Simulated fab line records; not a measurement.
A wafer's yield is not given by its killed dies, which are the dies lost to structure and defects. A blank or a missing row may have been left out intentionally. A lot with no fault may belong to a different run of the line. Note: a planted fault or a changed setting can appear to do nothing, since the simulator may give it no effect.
A struck lot beside a sound one | flow n5-finfet | 20 out of 1938 route steps
Sound: these wafers, L168.1, L168.3, L168.5. Wafers struck: L174.1, L174.4, L174.6. Last of all comes the cause.
Per side, at each step with rows, come the tool, then ch with its chambers, and then its first start. Under that, the readings that differ: sound wafers | struck wafers | difference of the means | sigmas: that difference in standard deviations of wafers without a fault.
alike: same words and numbers on both sides, and readings whose means sit less than 2 such deviations apart. not compared: any withheld reading, any reading some wafer has no value for, any bound like >300 that may hide the same value, and any number with overlapping values for which the record gives no deviation.
Wherever a step has rows on one side only, a row that says differs or no value, or a row with sigmas, the two part there. Non-overlapping numbers with no deviation appear without sigmas and do not part them. A reading missing from all wafers of one side parts the sides only when that side holds two or more wafers.

first, 4 steps without rows for these wafers: N5_WELL_APT_EXPOSE_22 (exposes mask PWELL, defocus 0 nm, target cd 200 nm); N5_WELL_APT_PEB_23 (peb time 90 s); N5_WELL_APT_DEVELOP_24 (develop time 45 s); N5_WELL_APT_HARDBAKE_29 (time 120 s).
N5_WELL_APT_CD_MEAS_25: the cd target is 200 nm.
  sound on cd-sem-01 ch 0, day 3 15:11; struck on cd-sem-03 ch 0, day 5 02:56
  alike: cd-nm
N5_WELL_APT_OVL_MEAS_26:
  sound on overlay-02 ch 0, day 3 15:13; struck on overlay-01 ch 0, day 5 02:58
  alike: PWELL_OVL
N5_WELL_APT_INSPECT_27: inspects for defects (macro).
  sound on defect-inspect-01, day 3 15:14; struck on defect-inspect-02, day 5 02:59
  alike: raw-defect-count
N5_WELL_APT_DESCUM_30: chemistry O2, time 7.9 s.
  sound on rie-diel-01 ch 1,2,3, day 3 15:16; struck on rie-diel-03 ch 1,2, day 5 03:01
  alike: drypump-motor-current-A, oes-product-au, rf-vpp-V, showerhead-plenum-p-Torr, throttle-valve-pct
  not compared: rf-hours-counter-h
then, 3 steps without rows for these wafers: N5_WELL_APT_IMPLANT_31; N5_WELL_APT_IMPLANT_32; N5_WELL_APT_STRIP_33 (strips in SPM, time 900 s).
N5_WELL_APT_RTA_34: time 10 s.
  sound on rtp-anneal-01 ch 0, day 3 16:11; struck on rtp-anneal-02 ch 0, day 5 03:47
  alike: lamp-power-pct, lamp_zone_2_pct, wafer_temp_C_max
N5_WELL_APT_OXIDE_STRIP_42: strips SiO2 in dHF, time 45 s, target depth 12 nm.
  sound on wet-bench-05 ch 0,4,7, day 3 16:20; struck on wet-bench-05 ch 3,5,6, day 5 03:55
  no value came back on the struck wafers for bath-heat-duty-pct (%), run-length-s (s); on the sound wafers bath-heat-duty-pct (%) reads 6.3 6.7 6.6
  reading                                       | sound | struck            | difference | sigmas
  model.SiO2_of_ZERO_LAYER_PECVD_02.thk-nm (nm) | 0 0 0 | 9.833 10.21 10.05 | +10.031    |
then, 3 steps without rows for these wafers: N5_WELL_APT_PRECLEAN_36 (cleans in O3/DIW, time 45 s); N5_WELL_APT_PRECLEAN_39 (cleans in dHF, time 60 s); N5_WELL_APT_SRD_37 (time 30 s).
N5_WELL_APT_EPI_41: deposits Si from SiH4/H2, target thk 50 nm, time 297.7 s.
  sound on epi-rpcvd-04 ch 0, day 3 16:29; struck on epi-rpcvd-04 ch 0, day 5 04:01
  alike: susceptor-temp-C, throttle-valve-pct
N5_WELL_APT_INSPECT_38: inspects for defects (darkfield).
  sound on defect-inspect-02, day 3 17:19; struck on defect-inspect-02, day 5 04:52
  reading          | sound  | struck   | difference | sigmas
  raw-defect-count | 8 10 6 | 64 77 73 | +63        | +12
N5_BEOL_M4_RC_MEAS_101:
  the record has rows for the sound wafers here (prober-01 ch 0, day 10 09:54) and none for the struck ones
-- here the record skips 11 days between the struck wafers' starts before and after, leaving off in module BEOL_M4 and picking up in module PASSIVATION (first step shown: number 1936 of the route) --
N5_PASSIVATION_PROBE_49:
  sound on prober-02, day 14 20:43; struck on prober-02, day 16 07:43
  reading                  | sound          | struck         | difference | sigmas
  defect-limited-yield (%) | 93.6 91.8 91.4 | 0 0 0          | -92        | -54
  killed-at-front-end      | 34 28 23       | 1105 1113 1125 | +1086      | +78
  killed-dies              | 75 97 101      | 1180 1180 1180 | +1089      | +52
  killed-on-rim            | 16 10 10       | 152 152 152    | +140       | +31
  sort_bin_5_function (%)  | 3.8 4.2 4.8    | 94.8 95.0 96.2 | +91.1      | +76
  sort_bin_6_memory (%)    | 2.2 3.6 3.1    | 4.8 4.7 3.5    | +1.4       | +2
  sort-n-pass              | 1105 1083 1079 | 0 0 0          | -1089      | -52
  sort-yield-pct (%)       | 93.6 91.8 91.4 | 0 0 0          | -92        | -51
  alike: killed_at_M0_to_M3, killed_at_M4_up, killed-at-contacts, killed-at-other, killed-open, killed-short, sort_bin_8_speed

## WHERE THEY PART
First at N5_WELL_APT_OXIDE_STRIP_42; last, within this record, at N5_PASSIVATION_PROBE_49.

WHY: what the simulator had put in
Whole step skipped at N5_WELL_APT_OXIDE_STRIP_42 on wet-bench-05, starting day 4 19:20. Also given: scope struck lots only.
